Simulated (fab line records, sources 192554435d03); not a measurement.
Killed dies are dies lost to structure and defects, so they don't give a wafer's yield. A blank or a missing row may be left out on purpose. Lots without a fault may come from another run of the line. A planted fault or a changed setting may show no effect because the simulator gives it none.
A struck lot beside a sound one | flow n5_finfet | 14 steps out of a route of 1938
Sound: wafers L936.1, L936.4, L936.6. Struck: wafers L940.3, L940.4, L940.5. The cause comes at the end.
At each step with rows: each side's tool, then ch and its chambers, then its first start. Under that, the readings that differ: sound wafers | struck wafers | difference of the means | sigmas: that difference in standard deviations of wafers without a fault.
alike: readings whose means differ by less than 2 such deviations, and words and numbers that are the same on both sides. not compared: withheld readings, readings that some wafer has no value for, bounds like >300 that may hide the same value, and numbers for which the record gives no deviation and whose values overlap.
The two part at a step that has a row with sigmas, a row that says differs or no value, or rows on one side only. Numbers that don't overlap but have no deviation are shown without sigmas and don't part them. A reading that every wafer of one side lacks parts them only if that side has two wafers or more.

N5_BEOL_M11_ETCH_62: etches SOC in N2/H2, target depth 110 nm, overetch 22 nm, time 165 s.
  sound on rie_diel-02 ch 0,1,3, day 12 04:16; struck on rie_diel-02 ch 0,1, day 14 02:43
  alike: drypump_motor_current_A, oes_product_au, rf_vpp_V, showerhead_plenum_p_Torr, throttle_valve_pct
  not compared: rf_hours_counter_h
then, 1 step without rows for these wafers: N5_BEOL_M11_STRIP_68 (strips in N2/H2).
N5_BEOL_M11_STRIP_67: strips in CF4.
  sound on rie_diel-02 ch 0,1,3, day 12 04:25; struck on rie_diel-02 ch 0,1, day 14 02:52
  alike: drypump_motor_current_A, oes_product_au, rf_vpp_V, showerhead_plenum_p_Torr, throttle_valve_pct
  not compared: rf_hours_counter_h
N5_BEOL_M11_HM_OPEN_17: chemistry Cl2/BCl3, target TiN, target depth 20 nm, overetch 6 nm.
  sound on rie_metal-01 ch 0,1, day 12 04:27; struck on rie_metal-02 ch 0,1, day 14 02:56
  reading                | sound             | struck            | difference | sigmas
  throttle_valve_pct (%) | 22.78 22.48 22.77 | 22.34 22.02 22.02 | -0.55      | -2
  alike: drypump_motor_current_A, oes_product_au
  not compared: rf_hours_counter_h
N5_BEOL_M11_STRIP_19: strips in O2.
  sound on rie_diel-02 ch 0,2,3, day 12 04:41; struck on rie_diel-03 ch 0,1,3, day 14 03:10
  alike: drypump_motor_current_A, oes_product_au, rf_vpp_V, showerhead_plenum_p_Torr, throttle_valve_pct
  not compared: rf_hours_counter_h
N5_BEOL_M11_CD_MEAS_18: pitch 140 nm, target cd 70 nm.
  sound on cd_sem-02, day 12 04:45; struck on cd_sem-01, day 14 03:14
  alike: cd_nm
then, 6 steps without rows for these wafers: N5_BEOL_M11_COAT_63 (time 60 s, resist thk 100 nm); N5_BEOL_M11_COAT_64 (time 60 s, resist thk 30 nm); N5_BEOL_M11_COAT_22 (resist thk 90 nm); N5_BEOL_M11_EBR_24; N5_BEOL_M11_SOFTBAKE_23 (time 60 s); N5_BEOL_M11_EXPOSE_25 (exposes mask V10).
N5_BEOL_M11_PEB_26: peb time 60 s.
  sound on litho_track-05 ch 0, day 12 05:18; struck on litho_track-03, day 14 03:58
  no value came back on the struck wafers for chill_plate_temp_C (C), exhaust_pa (Pa); on the sound wafers chill_plate_temp_C (C) reads 22.98 22.91 22.93
then, 1 step without rows for these wafers: N5_BEOL_M11_DEVELOP_27 (develop time 30 s).

WHERE THEY PART
First at N5_BEOL_M11_HM_OPEN_17; last, within this record, at N5_BEOL_M11_PEB_26.

WHY: what the simulator had put in
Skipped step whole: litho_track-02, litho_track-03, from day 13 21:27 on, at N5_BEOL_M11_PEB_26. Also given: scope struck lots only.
